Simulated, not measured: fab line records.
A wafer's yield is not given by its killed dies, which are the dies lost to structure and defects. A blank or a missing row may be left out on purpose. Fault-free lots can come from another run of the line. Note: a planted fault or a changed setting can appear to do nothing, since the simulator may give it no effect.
fab line records	flow n5-finfet
record: lots: 7	wafers: 21
route steps=1938 shown SD_EPI_P@321 SD_ACTIVATION@330 HKMG_FIN@402 GATE_CUT@480 MOL_CONTACT_COAG@531 BEOL_M0_SAQP@643
start-h: start of the lot's first displayed wafer, in hours after the record's first day	wait-h: hours since the lot's step before	" identical to the entry in the row above	L1.1+2: a row that stands for several wafers	- no value, or no start was given	* or withheld: withheld	< > ~ a bound
route shown NAME@n: a module of which the file shows steps, and the number in the route of the first	usual: average and standard deviation across the fault-free wafers	same: alike in all rows	chamber/n: place in a boat	sites: per-site readings	_std_site: the values' standard deviation	_edge_site: mean of outer sites minus mean of inner sites	radius-mm: for every site, how far away it sits from the centre of the wafer	mask NAME#n: copy n	behind: tool/chamber where the wafer was last shaped	hold: what put the lot on hold/how long, in hours/how the hold closed	device: the transistor (n, p or np) that didn't switch	end of line: the tests these same wafers got at the end of their route	step lacking rows: just its recipe	killed: dies lost to structure and defects at the first sort, not the wafer's yield	map: the dies of a wafer, with x for killed, . for not killed, _ for no die there
set.NAME: the setting that was run; set.NAME@STEP: the one run at that earlier step	model.NAME: the simulator's own value behind a step, which no gauge read
one table per step and one row per wafer, for lots whose settings were changed on purpose
== steps ==
step: N5_SD_EPI_P_EPI_21
recipe: material: SiGe:B	dopant: B	temp-c: 550	pressure-torr: 20	ambient: H2	time-s: 355
lot.wafer	tool	chamber	start-h	wait-h	set.temp-c	model.SiGe-B_of_SD_EPI_P_EPI_21.thk-nm
L075.1	epi-rpcvd-04	0	70.64	0.1	550	60.8
L075.2	"	0	"	"	550	61.2
L075.6	"	0	72.44	1.8	550	61
L078.1	epi-rpcvd-04	0	78.21	0.1	552.7	65.6
L078.3	"	0	"	"	552.7	65
L078.5	"	0	"	"	550	61.2
L079.1	epi-rpcvd-04	0	91.90	0.1	550	61.6
L079.3	"	0	"	"	550	61.8
L079.6	"	0	93.70	1.8	550	62
L081.4	epi-rpcvd-02	0	99.84	1.1	546.7	55.6
L081.5	"	0	"	"	546.7	55.4
L081.6	"	0	"	"	550	59.8
L086.2	epi-rpcvd-03	0	132.61	0.6	550	60.4
L086.3	"	0	"	"	547.8	57
L086.4	"	0	"	"	547.8	57.8
L089.2	epi-rpcvd-04	0	152.27	0.6	550	60.8
L089.3	"	0	"	"	550	61.2
L089.6	"	0	154.19	2.4	548.3	59.2
L090.1	epi-rpcvd-03	0	153.24	0.1	550	61.6
L090.4+5	"	0	154.32	1.1	550	60.8
step: N5_SD_EPI_P_HM_STRIP_48
recipe: chemistry: H3PO4	temp-c: 160	material: SiNx	target: SiNx	target-depth-a: 30	overetch-fraction: 0.3
step: N5_SD_ACTIVATION_RTA_00
recipe: temp-c: 975	time-s: 0	ambient: N2	idle-temp-c: 600	ramp-up-c-per-s: 150	ramp-down-c-per-s: 60	cool-to-c: 600
step: N5_SD_ACTIVATION_LSA_01
recipe: temp-c: 1080	time-s: 0.0008	ambient: N2
step: N5_SD_ACTIVATION_RS_MEAS_03
recipe: thk-meas-gauge: four-point-probe
usual: RS_SD_N: 22.0/0.3	RS_SD_P: 56.3/0.99
lot.wafer	tool	chamber	start-h	wait-h	set.temp-c@SD_EPI_P_EPI_21	RS_SD_N[ohm/sq]	RS_SD_P[ohm/sq]
L075.1	film-metro-02	-	73.45	0.2	550	21.7	56.3
L075.2	"	-	"	"	550	21.8	55.1
L075.6	"	-	"	"	550	21.9	56.1
L078.1	film-metro-02	-	81.04	0.2	552.7	22.0	51.9
L078.3	"	-	"	"	552.7	21.6	52.3
L078.5	"	-	"	"	550	21.8	56.0
L079.1	film-metro-01	-	94.74	0.2	550	22.4	54.2
L079.3	"	-	"	"	550	22.2	54.3
L079.6	"	-	"	"	550	22.2	54.4
L081.4	film-metro-02	-	101.62	0.1	546.7	22.1	62.5
L081.5	"	-	"	"	546.7	22.0	62.8
L081.6	"	-	"	"	550	21.9	57.0
L086.2	film-metro-02	-	135.68	0.2	550	22.0	55.6
L086.3	"	-	"	"	547.8	21.6	59.4
L086.4	"	-	"	"	547.8	21.9	58.4
L089.2	film-metro-01	-	155.36	0.2	550	21.7	55.3
L089.3	"	-	"	"	550	21.8	54.3
L089.6	"	-	"	"	548.3	21.7	56.6
L090.1	film-metro-01	-	156.07	0.2	550	21.8	55.5
L090.4	"	-	"	"	550	21.7	57.1
L090.5	"	-	"	"	550	21.7	56.7
step: N5_HKMG_FIN_ETCH_54
recipe: chemistry: CF4	target: SiARC	target-depth-a: 455	mask-material: CAR-ArF	time-s: 75.8	ion-energy-ev: 80	pressure-mtorr: 40	source-w: 545	bias-w: 36	Ar_flow_sccm: 100	cf4-flow-sccm: 100	ends: cleared
usual: etch-rf-on-time-s: 75.1/1.9	rf-vpp-V: 184.0/1.3
lot.wafer	tool	chamber	start-h	wait-h	set.source-w	etch-rf-on-time-s	rf-vpp-V
L075.1	rie-diel-01	0	86.67	0.0	545	78.7	182.8
L075.2	"	3	"	"	545	75.1	180.4
L075.6	"	1	"	"	545	73.0	182.8
L078.1	rie-diel-05	3	94.40	0.0	545	74.6	182.7
L078.3	"	2	"	"	545	71.4	185.1
L078.5	"	2	"	"	545	71.7	185.2
L079.1	rie-diel-03	2	110.59	0.0	597.8	67.9	178.8
L079.3	"	0	"	"	545	76.5	184.1
L079.6	"	0	"	"	545	77.1	184.1
L081.4	rie-diel-05	1	114.65	0.0	587	72.9	179.7
L081.5	"	0	"	"	545	75.8	185.1
L081.6	"	3	"	"	587	70.3	178.2
L086.2	rie-diel-01	3	148.42	0.0	508.5	80.4	188.9
L086.3	"	0	"	"	508.5	83.4	187.2
L086.4	"	1	"	"	545	73.6	185.1
L089.2	rie-diel-05	2	168.44	0.0	590.7	67.1	178.4
L089.3	"	0	"	"	545	75.1	185.0
L089.6	"	2	"	"	545	71.7	184.7
L090.1	rie-diel-01	1	169.35	0.0	545	73.1	183.9
L090.4	"	3	"	"	463.7	87.8	191.5
L090.5	"	1	"	"	545	72.7	184.1
step: N5_GATE_CUT_COAT_27
recipe: resist: underlayer	temp-c: 205	time-s: 60	spin-rpm: 1500	resist-thk-nm: 10
lot.wafer	tool	chamber	start-h	wait-h	set.spin-rpm	model.underlayer_of_GATE_CUT_COAT_27.thk-nm
L075.1+2+6	litho-track-02	0	-	-	1500	10
L078.1+5	litho-track-05	0	-	-	1392	10.4
L078.3	"	0	"	"	1500	10
L079.1+3	litho-track-01	0	-	-	1600	9.6
L079.6	"	0	"	"	1500	10
L081.4	litho-track-01	0	-	-	1457	10
L081.5	"	0	"	"	1457	10.2
L081.6	"	0	"	"	1500	10
L086.2	litho-track-05	0	-	-	1500	10
L086.3+4	"	0	"	"	1555	9.8
L089.2+6	litho-track-05	0	-	-	1586	9.8
L089.3	"	0	"	"	1500	10
L090.1+4+5	litho-track-02	0	-	-	1500	10
step: N5_GATE_CUT_EXPOSE_10
recipe: mask-id: GATE_CUT	na: 0.33	source-shape: annular	sigma-inner: 0.35	sigma-outer: 0.8	polarization: unpolarized	target-cd-nm: 20	dose-mj: 43.25
lot.wafer	tool	chamber	start-h	wait-h	mask	set.dose-mj
L075.1+2+6	euv-scanner-01	0	98.37	-	GATE_CUT#0	43.25
L078.1+3+5	euv-scanner-01	0	106.16	-	GATE_CUT#0	43.25
L079.1+3+6	euv-scanner-02	0	123.69	-	GATE_CUT#0	43.25
L081.4	euv-scanner-01	0	126.67	-	GATE_CUT#0	43.25
L081.5+6	"	0	"	"	GATE_CUT#0	45.66
L086.2+4	euv-scanner-01	0	159.98	-	GATE_CUT#0	43.25
L086.3	"	0	"	"	GATE_CUT#0	40.49
L089.2+3+6	euv-scanner-02	0	180.10	-	GATE_CUT#0	40.48
L090.1+4	euv-scanner-01	0	181.95	-	GATE_CUT#0	45.66
L090.5	"	0	"	"	GATE_CUT#0	43.25
step: N5_GATE_CUT_PEB_11
recipe: peb-temp-c: 100	peb-time-s: 60	resist: CAR-EUV
step: N5_GATE_CUT_DEVELOP_12
recipe: develop-time-s: 30	developer: TMAH	resist: CAR-EUV	rinse-liquid: surfactant-rinse	dry: air-spin	dev-temp-c: 23
step: N5_GATE_CUT_CD_MEAS_13
recipe: target-cd-nm: 20	landing-energy-ev: 500	detector: se-inlens
usual: cd-nm: 19.97/0.25
lot.wafer	tool	chamber	start-h	wait-h	set.dose-mj@GATE_CUT_EXPOSE_10	cd-nm
L075.1	cd-sem-01	0	98.50	-	43.25	20.22
L075.2	"	0	"	"	43.25	20.03
L075.6	"	0	"	"	43.25	20.04
L078.1	cd-sem-03	0	106.29	-	43.25	19.97
L078.3	"	0	"	"	43.25	20.14
L078.5	"	0	"	"	43.25	19.99
L079.1	cd-sem-03	0	123.82	-	43.25	20.37
L079.3	"	0	"	"	43.25	20.29
L079.6	"	0	"	"	43.25	20.33
L081.4	cd-sem-03	0	126.78	-	43.25	19.79
L081.5	"	0	"	"	45.66	21.23
L081.6	"	0	"	"	45.66	20.87
L086.2	cd-sem-03	0	160.11	-	43.25	20.09
L086.3	"	0	"	"	40.49	18.24
L086.4	"	0	"	"	43.25	19.95
L089.2	cd-sem-03	0	180.22	-	40.48	18.45
L089.3	"	0	"	"	40.48	18.16
L089.6	"	0	"	"	40.48	18.28
L090.1	cd-sem-01	0	182.08	-	45.66	21.32
L090.4	"	0	"	"	45.66	21.19
L090.5	"	0	"	"	43.25	19.83
step: N5_GATE_CUT_DESCUM_18
recipe: chemistry: O2	time-s: 7	source-power-w: 50	bias-power-w: 20	pressure-mtorr: 20	rf-frequency-hz: 2.712e+07	temp-c: 40	resist: CAR-EUV	o2-flow-sccm: 225
lot.wafer	tool	chamber	start-h	wait-h	set.dose-mj@GATE_CUT_EXPOSE_10	model.GATE_CUT.cd-nm
L075.1	rie-diel-04	3	98.62	0.0	43.25	20.2
L075.2	"	2	"	"	43.25	19.8
L075.6	"	2	"	"	43.25	20
L078.1	rie-diel-02	3	106.41	0.0	43.25	20.2
L078.3	"	1	"	"	43.25	20.4
L078.5	"	2	"	"	43.25	20
L079.1	rie-diel-06	0	123.95	0.0	43.25	20
L079.3	"	3	"	"	43.25	20.2
L079.6	"	3	"	"	43.25	20.4
L081.4	rie-diel-06	3	126.99	0.1	43.25	19.8
L081.5+6	"	1,2	"	"	45.66	20.8
L086.2+4	rie-diel-06	2,0	160.23	0.0	43.25	19.8
L086.3	"	3	"	"	40.49	18.2
L089.2	rie-diel-02	3	180.44	0.1	40.48	18.2
L089.3+6	"	1	"	"	40.48	18.4
L090.1	rie-diel-06	1	182.21	0.0	45.66	21.4
L090.4	"	0	"	"	45.66	21
L090.5	"	3	"	"	43.25	20
step: N5_GATE_CUT_ETCH_28
recipe: chemistry: N2/H2	target: underlayer	target-depth-a: 130	mask-material: CAR-EUV	time-s: 10.4	ion-energy-ev: 200	pressure-mtorr: 30	source-w: 840	bias-w: 150	n2-flow-sccm: 200	h2-flow-sccm: 200	ends: cleared
lot.wafer	tool	chamber	start-h	wait-h	set.spin-rpm@GATE_CUT_COAT_27	set.dose-mj@GATE_CUT_EXPOSE_10	model.GATE_CUT.cd-nm	model.CAR-EUV_of_GATE_CUT_COAT_07.thk-nm	model.etch.depth-nm
L075.1	rie-diel-04	3	98.66	0.0	1500	43.25	20.4	14.4	10.05
L075.2	"	2	"	"	1500	43.25	20	14.6	10.06
L075.6	"	2	"	"	1500	43.25	20	14.6	10.04
L078.1	rie-diel-02	3	106.45	0.0	1392	43.25	20.2	14.2	10.35
L078.3	"	1	"	"	1500	43.25	20.2	14.6	10
L078.5	"	2	"	"	1392	43.25	20	14.2	10.39
L079.1	rie-diel-06	0	123.98	0.0	1600	43.25	20	15	9.622
L079.3	"	3	"	"	1600	43.25	20.2	15	9.639
L079.6	"	3	"	"	1500	43.25	20.4	14.6	9.955
L081.4	rie-diel-06	3	127.03	0.0	1457	43.25	20	14.6	10.08
L081.5	"	1	"	"	1457	45.66	21	14.4	10.11
L081.6	"	2	"	"	1500	45.66	20.8	14.6	9.954
L086.2	rie-diel-06	2	160.27	0.0	1500	43.25	19.8	14.6	9.95
L086.3	"	3	"	"	1555	40.49	18.4	14.8	9.78
L086.4	"	0	"	"	1555	43.25	19.8	15	9.769
L089.2	rie-diel-02	3	180.47	0.0	1586	40.48	18.2	15	9.726
L089.3	"	1	"	"	1500	40.48	18.2	14.6	10.03
L089.6	"	1	"	"	1586	40.48	18.4	14.8	9.737
L090.1	rie-diel-06	1	182.24	0.0	1500	45.66	21.4	14.4	10.03
L090.4	"	0	"	"	1500	45.66	21	14.6	10.02
L090.5	"	3	"	"	1500	43.25	20	14.4	10.03
step: N5_GATE_CUT_ETCH_36
recipe: chemistry: CF4	target: SiARC	target-depth-a: 130	mask-material: CAR-EUV	time-s: 21.7	ion-energy-ev: 80	pressure-mtorr: 40	source-w: 545	bias-w: 36	Ar_flow_sccm: 100	cf4-flow-sccm: 100	ends: cleared
lot.wafer	tool	chamber	start-h	wait-h	set.spin-rpm@GATE_CUT_COAT_27	set.dose-mj@GATE_CUT_EXPOSE_10	model.GATE_CUT.cd-nm	model.CAR-EUV_of_GATE_CUT_COAT_07.thk-nm
L075.1	rie-diel-04	3	98.68	0.0	1500	43.25	20.4	6.8
L075.2	"	2	"	"	1500	43.25	20	6.8
L075.6	"	2	"	"	1500	43.25	20.2	7
L078.1	rie-diel-02	3	106.47	0.0	1392	43.25	20.4	6.4
L078.3	"	1	"	"	1500	43.25	20.2	7
L078.5	"	2	"	"	1392	43.25	20	6.6
L079.1	rie-diel-06	0	124.00	0.0	1600	43.25	20	7.4
L079.3	"	3	"	"	1600	43.25	20.2	7.2
L079.6	"	3	"	"	1500	43.25	20.4	6.8
L081.4	rie-diel-06	3	127.05	0.0	1457	43.25	19.8	6.8
L081.5	"	1	"	"	1457	45.66	20.8	6.8
L081.6	"	2	"	"	1500	45.66	20.6	7
L086.2	rie-diel-06	2	160.29	0.0	1500	43.25	19.6	7
L086.3	"	3	"	"	1555	40.49	18.4	7.2
L086.4	"	0	"	"	1555	43.25	19.8	7.2
L089.2	rie-diel-02	3	180.49	0.0	1586	40.48	18.4	7.2
L089.3	"	1	"	"	1500	40.48	18.2	7
L089.6	"	1	"	"	1586	40.48	18.2	7.2
L090.1	rie-diel-06	1	182.26	0.0	1500	45.66	21.4	6.8
L090.4	"	0	"	"	1500	45.66	21	6.8
L090.5	"	3	"	"	1500	43.25	20	6.8
step: N5_GATE_CUT_ETCH_37
recipe: chemistry: N2/H2	target: SOC	target-depth-a: 600	overetch-a: 120	mask-material: SiARC	temp-c: 40	time-s: 90	ion-energy-ev: 200	pressure-mtorr: 30	source-w: 840	bias-w: 150	n2-flow-sccm: 200	h2-flow-sccm: 200
lot.wafer	tool	chamber	start-h	wait-h	set.dose-mj@GATE_CUT_EXPOSE_10	model.GATE_CUT.cd-nm
L075.1	rie-diel-04	3	98.70	0.0	43.25	20.4
L075.2	"	2	"	"	43.25	19.8
L075.6	"	2	"	"	43.25	20
L078.1	rie-diel-02	3	106.49	0.0	43.25	20.4
L078.3	"	1	"	"	43.25	20.2
L078.5	"	2	"	"	43.25	19.8
L079.1+3	rie-diel-06	0,3	124.03	0.0	43.25	20.2
L079.6	"	3	"	"	43.25	20.6
L081.4	rie-diel-06	3	127.07	0.0	43.25	19.8
L081.5	"	1	"	"	45.66	21
L081.6	"	2	"	"	45.66	20.8
L086.2	rie-diel-06	2	160.31	0.0	43.25	19.8
L086.3	"	3	"	"	40.49	18.2
L086.4	"	0	"	"	43.25	20
L089.2	rie-diel-02	3	180.52	0.0	40.48	18.4
L089.3+6	"	1	"	"	40.48	18
L090.1	rie-diel-06	1	182.29	0.0	45.66	21.4
L090.4	"	0	"	"	45.66	21.2
L090.5	"	3	"	"	43.25	19.8
step: N5_MOL_CONTACT_COAG_ETCH_105
recipe: chemistry: CF4	target: SiARC	target-depth-a: 156	mask-material: CAR-EUV	time-s: 26	ion-energy-ev: 80	pressure-mtorr: 40	source-w: 545	bias-w: 36	Ar_flow_sccm: 100	cf4-flow-sccm: 100	ends: cleared
usual: rf-vpp-V: 183.8/1.4
lot.wafer	tool	chamber	start-h	wait-h	set.bias-w	rf-vpp-V
L075.1	rie-diel-03	0	103.66	0.0	36	183.1
L075.2	"	3	"	"	36	186.7
L075.6	"	0	"	"	36	182.6
L078.1	rie-diel-03	1	111.39	0.0	33.01	173.8
L078.3	"	2	"	"	33.01	175.5
L078.5	"	0	"	"	33.01	174.3
L079.1	rie-diel-01	3	127.95	0.0	42.44	202.0
L079.3	"	2	"	"	42.44	205.6
L079.6	"	1	"	"	36	184.3
L081.4	rie-diel-03	0	131.05	0.0	36	181.3
L081.5	"	0	"	"	36	184.1
L081.6	"	1	"	"	36	184.0
L086.2	rie-diel-03	3	164.15	0.0	40.45	198.8
L086.3	"	2	"	"	40.45	198.2
L086.4	"	1	"	"	36	184.2
L089.2	rie-diel-01	2	184.60	0.0	36	186.4
L089.3	"	0	"	"	36	182.6
L089.6	"	2	"	"	36	184.2
L090.1	rie-diel-01	0	189.80	0.0	36	183.5
L090.4	"	1	"	"	41.32	202.0
L090.5	"	3	"	"	41.32	200.0
step: N5_MOL_CONTACT_COAG_ALD_133
recipe: material: SiO2	target-thk-a: 50	temp-c: 100	ald-precursor-family: BDEAS	ald-co-reactant: O2-plasma	pulse-time-s: 1	co-reactant-pulse-time-s: 1	purge-time-s: 2	co-reactant-purge-time-s: 2	ald-cycles: 35	pressure-torr: 2
lot.wafer	tool	chamber	start-h	wait-h	set.ald-cycles	model.SiO2_of_MOL_CONTACT_COAG_ALD_133.thk-nm
L075.1+2+6	ald-sin-03	3,1,3	117.61	0.1	35	5
L078.1+3+5	ald-sin-02	0,3,2	121.63	0.1	35	5
L079.1+6	ald-sin-01	2,0	139.17	0.1	35	5
L079.3	"	3	"	"	31	4.4
L081.4+5+6	ald-sin-03	1,1,2	140.99	0.1	35	5
L086.2+3+4	ald-sin-03	0,1,3	174.58	0.1	35	5
L089.2+3	ald-sin-02	1,2	194.53	0.1	35	5
L089.6	"	2	"	"	39	5.6
L090.1+4	ald-sin-02	3,1	199.85	0.1	37	5.2
L090.5	"	0	"	"	35	5
step: N5_BEOL_M0_SAQP_COAT_08
recipe: resist: CAR-ArF	spin-rpm: 1500	resist-thk-nm: 90
lot.wafer	tool	chamber	start-h	wait-h	set.spin-rpm	model.CAR-ArF_of_BEOL_M0_SAQP_COAT_08.thk-nm
L075.1	litho-track-01	0	-	-	1500	90.4
L075.2	"	0	"	"	1500	90.2
L075.6	"	0	"	"	1500	90
L078.1+3	litho-track-04	0	-	-	1500	90
L078.5	"	0	"	"	1500	89.8
L079.1+6	litho-track-01	0	-	-	1339	95.2
L079.3	"	0	"	"	1500	90
L081.4	litho-track-01	0	-	-	1500	89.8
L081.5	"	0	"	"	1543	88.8
L081.6	"	0	"	"	1543	88.6
L086.2+3	litho-track-01	0	-	-	1500	89.6
L086.4	"	0	"	"	1500	89.8
L089.2	litho-track-04	0	-	-	1500	90
L089.3	"	0	"	"	1439	91.8
L089.6	"	0	"	"	1439	92
L090.1	litho-track-04	0	-	-	1500	90.6
L090.4	"	0	"	"	1500	90.4
L090.5	"	0	"	"	1548	89
== key ==
split: step: N5_SD_EPI_P_EPI_21	setting: temp-c	stated: 550	by: wafer
response: step: N5_SD_EPI_P_EPI_21	reading: model.SiGe-B_of_SD_EPI_P_EPI_21.thk-nm	change: +7.41	per: 1%	r: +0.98
response: step: N5_SD_ACTIVATION_RS_MEAS_03	reading: RS_SD_P	change: -8.4	per: 1%	r: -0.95
split: step: N5_HKMG_FIN_ETCH_54	setting: source-w	stated: 545	by: wafer
response: step: N5_HKMG_FIN_ETCH_54	reading: etch-rf-on-time-s	change: *	per: 1%	r: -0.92
response: step: N5_HKMG_FIN_ETCH_54	reading: rf-vpp-V	change: -0.582	per: 1%	r: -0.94
split: step: N5_GATE_CUT_COAT_27	setting: spin-rpm	stated: 1500	by: wafer
response: step: N5_GATE_CUT_COAT_27	reading: model.underlayer_of_GATE_CUT_COAT_27.thk-nm	change: -0.0511	per: 1%	r: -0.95
response: step: N5_GATE_CUT_ETCH_28	reading: model.CAR-EUV_of_GATE_CUT_COAT_07.thk-nm	change: +0.0574	per: 1%	r: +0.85
response: step: N5_GATE_CUT_ETCH_28	reading: model.etch.depth-nm	change: -0.0503	per: 1%	r: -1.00
response: step: N5_GATE_CUT_ETCH_36	reading: model.CAR-EUV_of_GATE_CUT_COAT_07.thk-nm	change: +0.0622	per: 1%	r: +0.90
split: step: N5_GATE_CUT_EXPOSE_10	setting: dose-mj	stated: 43.25	by: wafer
response: step: N5_GATE_CUT_CD_MEAS_13	reading: cd-nm	change: +0.256	per: 1%	r: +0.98
response: step: N5_GATE_CUT_DESCUM_18	reading: model.GATE_CUT.cd-nm	change: +0.219	per: 1%	r: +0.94
response: step: N5_GATE_CUT_ETCH_28	reading: model.GATE_CUT.cd-nm	change: +0.201	per: 1%	r: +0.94
response: step: N5_GATE_CUT_ETCH_36	reading: model.GATE_CUT.cd-nm	change: +0.194	per: 1%	r: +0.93
response: step: N5_GATE_CUT_ETCH_37	reading: model.GATE_CUT.cd-nm	change: +0.246	per: 1%	r: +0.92
split: step: N5_MOL_CONTACT_COAG_ETCH_105	setting: bias-w	stated: 36	by: wafer
response: step: N5_MOL_CONTACT_COAG_ETCH_105	reading: rf-vpp-V	change: +1.14	per: 1%	r: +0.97
split: step: N5_MOL_CONTACT_COAG_ALD_133	setting: ald-cycles	stated: 35	by: wafer
response: step: N5_MOL_CONTACT_COAG_ALD_133	reading: model.SiO2_of_MOL_CONTACT_COAG_ALD_133.thk-nm	change: +0.0506	per: 1%	r: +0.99
split: step: N5_BEOL_M0_SAQP_COAT_08	setting: spin-rpm	stated: 1500	by: wafer
response: step: N5_BEOL_M0_SAQP_COAT_08	reading: model.CAR-ArF_of_BEOL_M0_SAQP_COAT_08.thk-nm	change: -0.476	per: 1%	r: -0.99
